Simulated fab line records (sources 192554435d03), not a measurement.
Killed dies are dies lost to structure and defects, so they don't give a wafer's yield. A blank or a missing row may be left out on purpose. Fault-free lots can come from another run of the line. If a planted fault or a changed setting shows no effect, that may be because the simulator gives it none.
Split-lot study -- flow n5-finfet -- 21 wafers read from 7 lots, route of 1938 steps

== ABOUT THE SPLIT ==
At N5_BEOL_M15_EXPOSE_07 (exposes mask V14), the setting dose-mj was moved away from the recipe's 41.25 on 7 of the 21 wafers read, by -7.3% to +6.0%. The other wafers ran this setting at the recipe's value.

== FROM THE SPLIT TO THE READING: what the file shows between them, 8 steps ==
- N5_BEOL_M15_PEB_08: peb time 90 s
- N5_BEOL_M15_DEVELOP_09: develop time 45 s
- N5_BEOL_M15_HARDBAKE_14: time 120 s
- N5_BEOL_M15_CD_MEAS_10: target cd 360 nm
- N5_BEOL_M15_STRIP_63: strips in O2 (also split here: pressure-mtorr)
- N5_BEOL_M15_STRIP_64: strips in O2
- N5_BEOL_M15_STRIP_65: strips in post etch residue remover, time 60 s
- N5_BEOL_M15_SRD_66: time 30 s, dry time 30 s

== THE READING ==
At N5_BEOL_M15_CD_MEAS_17: cd-nm in nanometres, against a target cd of 360 nm. A value of 361.1 nm with a standard deviation of 1.8 nm is what fault-free wafers of this fab line usually give.

wafer,"tool, chamber at the split",dose-mj as run,against the recipe,"cd-nm, nm",against lot-mates on the recipe
L076.1,"krf-scanner-02, 0",41.25,recipe,361.5,-
L076.2,"krf-scanner-02, 0",41.25,recipe,360.7,-
L076.6,"krf-scanner-02, 0",41.25,recipe,360.9,-
L078.1,"krf-scanner-02, 0",41.25,recipe,359.6,-
L078.4,"krf-scanner-02, 0",41.25,recipe,362.0,-
L078.5,"krf-scanner-02, 0",41.25,recipe,362.0,-
L081.3,"krf-scanner-02, 0",41.25,recipe,364.2,-
L081.4,"krf-scanner-02, 0",38.22,-7.3%,348.6,-14.2
L081.6,"krf-scanner-02, 0",41.25,recipe,361.5,-
L085.2,"krf-scanner-02, 0",40.3,-2.3%,359.3,-1.2
L085.5,"krf-scanner-02, 0",40.3,-2.3%,359.1,-1.4
L085.6,"krf-scanner-02, 0",41.25,recipe,360.5,-
L084.1,"krf-scanner-01, 0",41.25,recipe,363.3,-
L084.4,"krf-scanner-01, 0",43.74,+6.0%,370.6,+7.3
L084.6,"krf-scanner-01, 0",43.74,+6.0%,371.7,+8.4
L088.1,"krf-scanner-01, 0",41.25,recipe,359.0,-
L088.5,"krf-scanner-01, 0",41.25,recipe,361.6,-
L088.6,"krf-scanner-01, 0",41.25,recipe,360.3,-
L090.1,"krf-scanner-02, 0",41.25,recipe,360.7,-
L090.2,"krf-scanner-02, 0",39.26,-4.8%,353.4,-7.3
L090.5,"krf-scanner-02, 0",39.26,-4.8%,352.7,-8.0

THE FIT
A straight line over all 21 wafers: cd-nm changes by +1.64 nm for each +1% of dose-mj; r = +0.97; the points scatter about the line by 1.3 nm.
The same after taking each lot's own level away (the mean of its wafers on the recipe; 21 wafers): +1.51 nm for each +1%; r = +0.96; scatter 1.4 nm.
That fit puts the effect of the largest move of dose-mj on the reading at 11 nm.
Across the lots, their own levels run from 360.30 to 363.30 nm, a range of 1.7 times the standard deviation given above.
Hence the lot-to-lot level has little effect on the slope; both slopes agree.
Check: with one of the wafers moved furthest among these (-7.3%) left out of the fit, the line predicts -9.83 nm for it against its lot-mates. Against them it came out at -14.2 nm.

== ADDITIONAL SPLITS CARRIED BY THESE WAFERS ==
Other splits were also applied to these wafers ahead of the reading. Each is held against what the fit with the lots' levels taken away leaves over:
other split on the same wafers,wafers away from the commonest value,r with cd-nm (lot level and that fit taken away)
N5_BEOL_M14_EXPOSE_07 dose-mj,4,+0.48
N5_BEOL_M15_STRIP_63 pressure-mtorr,15,-0.12

== THE WHOLE CHAIN: every reading that the file lists as answering this split, in the file's order ==
step,what it does,reading,change (the file's fit),r (the file's)
N5_BEOL_M15_CD_MEAS_10,target cd 360 nm,cd-nm,+1.67 nm for each +1% of the setting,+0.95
N5_BEOL_M15_CD_MEAS_17,target cd 360 nm,cd-nm,+1.61 nm for each +1% of the setting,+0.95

== FILE'S OWN FIT ==
cd-nm changes by +1.61 nm for each +1% of dose-mj, r = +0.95.
